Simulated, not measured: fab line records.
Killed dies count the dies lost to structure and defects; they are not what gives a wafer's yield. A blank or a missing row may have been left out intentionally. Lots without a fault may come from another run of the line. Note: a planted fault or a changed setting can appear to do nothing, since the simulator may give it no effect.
One fault through the eyes of 2 desks | flow nand-harc | each desk has only its own numbers; what lay behind them comes last

## AT THE METROLOGY DESK
What the gauges read for every lot (on any tool): the sampled wafers with a number, averaged. Marked OUT: a lot whose mean sits more than 4 standard deviations from the usual mean, which makes it out of limits; the brackets give that distance.
Columns: A = cd-nm at NHARC_THIN_TSV_CD_MEAS_33, usual 4999.8 nm
lot  | first seen here | A
L286 | day 24 08:44    | 4998.1
L285 | day 24 10:16    | 5002.2
L287 | day 24 20:11    | 4998.5
L289 | day 26 04:22    | 5000.4
L291 | day 26 22:34    | 5001.2
L290 | day 26 23:49    | 4998.5
L292 | day 27 11:52    | 5000.9
L295 | day 28 03:55    | 4998.5
L296 | day 28 07:25    | 4999.3
L299 | day 30 03:52    | 4999.3
L305 | day 32 10:16    | 4998.2
L307 | day 33 04:11    | 4999.3
L308 | day 33 18:56    | 5001.3
This desk found nothing out of limits on any of the 13 lots.

## FOR THE TOOL OWNER'S DESK: ald-metal-03
The tool's own readings at NHARC_A_WL_FILL_ALD_02 (deposits TiN, target thk 2 nm, pulse time 3 s, ald cycles 100): means of the sampled wafers that have a number, for each lot that ran on this tool. Marked OUT: a lot whose mean sits more than 4 standard deviations from the usual mean, which makes it out of limits; the brackets give that distance.
Columns: A = heater-power-w at NHARC_A_WL_FILL_ALD_02, usual 1084 W; B = precursor-pulse-height-rel at NHARC_A_WL_FILL_ALD_02, usual 0.999
lot  | first seen here | A    | B
L285 | day 20 20:07    | 1060 | 0.995
L289 | day 22 13:27    | 1075 | 1.010
L291 | day 23 01:59    | 1101 | 1.008
L299 | day 26 15:44    | 1115 | 0.996
L307 | day 29 13:29    | 1143 | 0.996
This desk found nothing out of limits on any of the 5 lots.

## BROUGHT TOGETHER
The metrology desk saw nothing out of limits.
The desk of the tool owner found nothing out of limits.

## WHAT HAD BEEN PUT IN BY THE SIMULATOR
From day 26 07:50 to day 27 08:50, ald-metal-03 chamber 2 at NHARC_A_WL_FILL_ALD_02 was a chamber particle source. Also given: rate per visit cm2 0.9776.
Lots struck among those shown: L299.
